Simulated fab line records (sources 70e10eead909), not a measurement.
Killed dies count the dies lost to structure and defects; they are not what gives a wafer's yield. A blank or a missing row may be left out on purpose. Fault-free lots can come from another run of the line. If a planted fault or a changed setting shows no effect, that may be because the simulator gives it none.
Matching of chambers -- flow nand-harc -- 4 sister chambers for NHARC_A_SLIT_ETCH_29 on rie-diel-10
The step etches the open film in CF4/O2, target depth 100 nm, overetch 10 nm, time 55 s. 14 wafers are shown with their chamber, then 7 later ones without.

== WAFERS WITH THEIR CHAMBER ==
wafer,chamber,drypump-motor-current-A (A),rf-vpp-V (V),oes-product-au (a.u.)
L539.2,0,6.2,200.1,1.012
L539.4,1,5.0,197.3,0.997
L539.6,3,5.7,198.8,1.006
L540.1,1,5.0,196.7,1.000
L540.2,2,6.1,194.7,1.002
L540.6,2,6.1,194.7,1.004
L545.1,3,5.7,199.4,1.008
L545.5,2,6.1,196.7,0.999
L545.6,1,5.0,196.4,1.007
L546.1,2,6.0,197.1,1.005
L546.2,1,5.0,198.1,1.002
L546.5,3,5.7,201.5,1.009
L548.1,1,5.0,197.1,0.996
L548.2,0,6.2,200.3,1.005

SIGNATURES, as means of the wafers listed above
reading,chamber 0,chamber 1,chamber 2,chamber 3,scatter within a chamber
drypump-motor-current-A,6.200,5.000,6.075,5.700,0.0274
rf-vpp-V,200.200,197.120,195.800,199.900,1.03
oes-product-au,1.00850,1.00040,1.00250,1.00767,0.00357
Rule: distance of a wafer from a chamber = root of the sum over the readings of ((wafer's reading minus chamber's mean) / reading's scatter) squared. The wafer belongs to the nearest chamber; if the next one is less than 2 further off, it can't be placed. How the scatter is found: for the shown wafers, subtract from each reading the mean of its chamber, square and add these, divide the total by (wafers less chambers), then take the root.

== WAFERS MISSING THEIR CHAMBER ==
wafer,drypump-motor-current-A (A),rf-vpp-V (V),oes-product-au (a.u.)
L548.6,5.0,197.1,0.997
L551.1,6.2,199.3,0.996
L551.3,5.0,197.2,0.998
L551.6,6.2,199.2,1.007
L550.1,5.8,200.2,1.001
L550.3,6.1,196.0,1.000
L550.4,5.0,197.5,1.000

== WHICH CHAMBER EACH WENT THROUGH ==
wafer,from the rows above,in truth
L548.6,1,1
L551.1,0,0
L551.3,1,1
L551.6,0,0
L550.1,3,3
L550.3,2,2
L550.4,1,1
7 of 7 placed correctly. Number that these rows cannot place: 0. 0 placed wrongly.
